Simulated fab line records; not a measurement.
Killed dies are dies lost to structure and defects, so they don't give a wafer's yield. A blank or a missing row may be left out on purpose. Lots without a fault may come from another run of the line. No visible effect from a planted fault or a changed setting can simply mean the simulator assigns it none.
Which of the tools did it? / flow n5_finfet / 11 lots with 31 wafers sampled at 3 steps, on a route of 1938 steps

WHAT EACH GAUGE READ, for each wafer
N5_PMOS_HMC_CHANNEL_EPI_THK_MEAS_22.
lot=L688; measured=day 1 20:09; on=film_metro-01; HMC_CMP_THK (nm)=55.5 54.0 55.8
lot=L692; measured=day 2 19:40; on=film_metro-02; HMC_CMP_THK (nm)=53.1 54.2 54.2
lot=L693; measured=day 3 01:56; on=film_metro-01; HMC_CMP_THK (nm)=55.2 52.1 54.8
lot=L694; measured=day 3 08:13; on=film_metro-01; HMC_CMP_THK (nm)=54.8 55.2 55.1
lot=L700; measured=day 4 20:07; on=film_metro-01; HMC_CMP_THK (nm)=54.4 37.2
lot=L704; measured=day 5 19:34; on=film_metro-01; HMC_CMP_THK (nm)=54.9 38.8
lot=L705; measured=day 6 01:28; on=film_metro-02; HMC_CMP_THK (nm)=52.7 52.2 52.2
lot=L707; measured=day 6 13:53; on=film_metro-01; HMC_CMP_THK (nm)=53.2 53.3 55.1
lot=L708; measured=day 6 20:30; on=film_metro-02; HMC_CMP_THK (nm)=55.4 52.1 53.0
lot=L709; measured=day 7 02:13; on=film_metro-02; HMC_CMP_THK (nm)=55.1 54.6 55.5
lot=L710; measured=day 7 07:17; on=film_metro-02; HMC_CMP_THK (nm)=53.0 53.3 56.3

WHAT TOOL EACH LOT RAN ON (gives the tool, then ch and the chambers of the sampled wafers, and finally the start)
lot=L688; N5_PMOS_HMC_CHANNEL_EPI_FIN_RECESS_16=rie_si-05 ch 0,2,3, day 1 18:13; N5_PMOS_HMC_CHANNEL_EPI_CMP_21=cmp-01 ch 1,2,3, day 1 19:52
lot=L692; N5_PMOS_HMC_CHANNEL_EPI_FIN_RECESS_16=rie_si-04 ch 0,3, day 2 17:39; N5_PMOS_HMC_CHANNEL_EPI_CMP_21=cmp-01 ch 0,1, day 2 19:10
lot=L693; N5_PMOS_HMC_CHANNEL_EPI_FIN_RECESS_16=rie_si-04 ch 1,2, day 2 23:44; N5_PMOS_HMC_CHANNEL_EPI_CMP_21=cmp-02 ch 0,1, day 3 01:41
lot=L694; N5_PMOS_HMC_CHANNEL_EPI_FIN_RECESS_16=rie_si-06 ch 1,3, day 3 06:25; N5_PMOS_HMC_CHANNEL_EPI_CMP_21=cmp-02 ch 0,3, day 3 07:55
lot=L700; N5_PMOS_HMC_CHANNEL_EPI_FIN_RECESS_16=rie_si-04 ch 0,3, day 4 18:19; N5_PMOS_HMC_CHANNEL_EPI_CMP_21=cmp-02 ch 1,3, day 4 19:56
lot=L704; N5_PMOS_HMC_CHANNEL_EPI_FIN_RECESS_16=rie_si-04 ch 0,2, day 5 17:47; N5_PMOS_HMC_CHANNEL_EPI_CMP_21=cmp-02 ch 2, day 5 19:16
lot=L705; N5_PMOS_HMC_CHANNEL_EPI_FIN_RECESS_16=rie_si-05 ch 1,3, day 5 23:40; N5_PMOS_HMC_CHANNEL_EPI_CMP_21=cmp-02 ch 0,2,3, day 6 01:10
lot=L707; N5_PMOS_HMC_CHANNEL_EPI_FIN_RECESS_16=rie_si-05 ch 0,1,3, day 6 12:04; N5_PMOS_HMC_CHANNEL_EPI_CMP_21=cmp-04 ch 0,1,2, day 6 13:42
lot=L708; N5_PMOS_HMC_CHANNEL_EPI_FIN_RECESS_16=rie_si-05 ch 0,1,3, day 6 18:17; N5_PMOS_HMC_CHANNEL_EPI_CMP_21=cmp-04 ch 0,2, day 6 20:12
lot=L709; N5_PMOS_HMC_CHANNEL_EPI_FIN_RECESS_16=rie_si-06 ch 0,3, day 6 23:59; N5_PMOS_HMC_CHANNEL_EPI_CMP_21=cmp-02 ch 0,2,3, day 7 01:59
lot=L710; N5_PMOS_HMC_CHANNEL_EPI_FIN_RECESS_16=rie_si-05 ch 1,2,3, day 7 05:29; N5_PMOS_HMC_CHANNEL_EPI_CMP_21=cmp-01 ch 0,3, day 7 07:02
- N5_PMOS_HMC_CHANNEL_EPI_FIN_RECESS_16: chemistry HBr/Cl2, target Si, target depth 54 nm, time 18 s.
- N5_PMOS_HMC_CHANNEL_EPI_CMP_21: polishes SiGe30, target thk 54 nm.

THE ANSWER, worked out from the rows above alone
Rule: the lots themselves supply what counts as usual. The widest of any qualifying gaps counts: lots, ordered by their means at a reading, are off when they make up no more than a third of the lots, leave a main group of 4 or more, and stand apart from it by 3 or more times the standard deviation of that group's means. Not used: any main group whose means are identical at the precision the tables above print for the reading. A lot without any number at a reading at which 4 lots or more have one is off too. All remaining lots with rows at the step are treated as sound.
Off: at N5_PMOS_HMC_CHANNEL_EPI_THK_MEAS_22 (HMC_CMP_THK), L700, L704. The main group: mean 54.1 nm, standard deviation 0.84.
If a tool, at a process step before that reading, ran all the lots that are off and no sound lot after the first of them, it fits. Those tools and the gauges at N5_PMOS_HMC_CHANNEL_EPI_THK_MEAS_22 are tried in the same way. One candidate fits, namely rie_si-04 at N5_PMOS_HMC_CHANNEL_EPI_FIN_RECESS_16. Its last sound lot is L693 (day 2 23:44), its first lot that is off L700 (day 4 18:19): a fault that began between those two fits.

WHAT WAS PUT IN BY THE SIMULATOR
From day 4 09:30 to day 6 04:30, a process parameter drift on rie_si-04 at N5_PMOS_HMC_CHANNEL_EPI_FIN_RECESS_16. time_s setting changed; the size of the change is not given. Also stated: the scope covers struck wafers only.
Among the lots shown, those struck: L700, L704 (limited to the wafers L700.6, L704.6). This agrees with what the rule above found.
